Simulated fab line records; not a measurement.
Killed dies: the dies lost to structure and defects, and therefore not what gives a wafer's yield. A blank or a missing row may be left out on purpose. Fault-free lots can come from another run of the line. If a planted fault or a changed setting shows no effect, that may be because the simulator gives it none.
Chamber matching | flow nand harc | NHARC_A_CONTACT_ETCH_75 on rie diel-13: 4 sister chambers
The step etches the open film in CF4, target depth 39 nm, time 65 s. 14 wafers are shown with their chamber, then 7 later ones without.

EACH WAFER AND ITS CHAMBER
wafer  | chamber | drypump motor current A (A) | showerhead plenum p Torr (Torr) | oes product au (a.u.)
L870.1 | 0       | 6.1                         | 1.65                            | 0.992
L870.2 | 2       | 6.0                         | 1.81                            | 0.974
L870.4 | 1       | 6.4                         | 1.77                            | 0.985
L869.3 | 2       | 6.0                         | 1.81                            | 0.984
L869.4 | 1       | 6.4                         | 1.77                            | 1.007
L869.6 | 2       | 6.0                         | 1.81                            | 0.982
L873.1 | 0       | 6.1                         | 1.64                            | 0.993
L873.2 | 3       | 5.1                         | 1.83                            | 1.014
L873.4 | 2       | 6.0                         | 1.81                            | 0.987
L874.1 | 0       | 6.1                         | 1.64                            | 0.996
L874.2 | 2       | 6.0                         | 1.81                            | 0.986
L874.4 | 1       | 6.4                         | 1.77                            | 0.994
L880.2 | 1       | 6.4                         | 1.76                            | 1.007
L880.3 | 2       | 5.9                         | 1.80                            | 0.982

SIGNATURES (means of the wafers above)
reading                  | chamber 0 | chamber 1 | chamber 2 | chamber 3 | scatter within a chamber
drypump motor current A  | 6.100     | 6.400     | 5.983     | 5.100     | 0.0289
showerhead plenum p Torr | 1.6433    | 1.7675    | 1.8083    | 1.8300    | 0.00474
oes product au           | 0.99367   | 0.99825   | 0.98250   | 1.01400   | 0.0068
Rule: distance of a wafer from a chamber = root of the sum over the readings of ((wafer's reading minus chamber's mean) / reading's scatter) squared. The wafer belongs to the nearest chamber; if the next one is less than 2 further off, it can't be placed. The scatter: take each reading less its chamber's mean, square it, sum over the shown wafers, divide by the number of wafers less the number of chambers, and take the root.

WAFERS MISSING THEIR CHAMBER
wafer  | drypump motor current A (A) | showerhead plenum p Torr (Torr) | oes product au (a.u.)
L880.5 | 6.1                         | 1.64                            | 0.991
L884.3 | 5.0                         | 1.82                            | 0.989
L884.4 | 6.4                         | 1.76                            | 0.979
L884.5 | 6.4                         | 1.76                            | 0.984
L885.1 | 6.4                         | 1.76                            | 0.989
L885.2 | 5.0                         | 1.82                            | 0.995
L885.5 | 5.9                         | 1.80                            | 0.992

WHICH CHAMBER EACH ONE RAN IN
wafer  | from the rows above | in truth
L880.5 | 0                   | 0
L884.3 | 3                   | 3
L884.4 | 1                   | 1
L884.5 | 1                   | 1
L885.1 | 1                   | 1
L885.2 | 3                   | 3
L885.5 | 2                   | 2
Correct placement for 7 of the 7. Can't be placed from these rows: 0. Placed wrongly: 0.
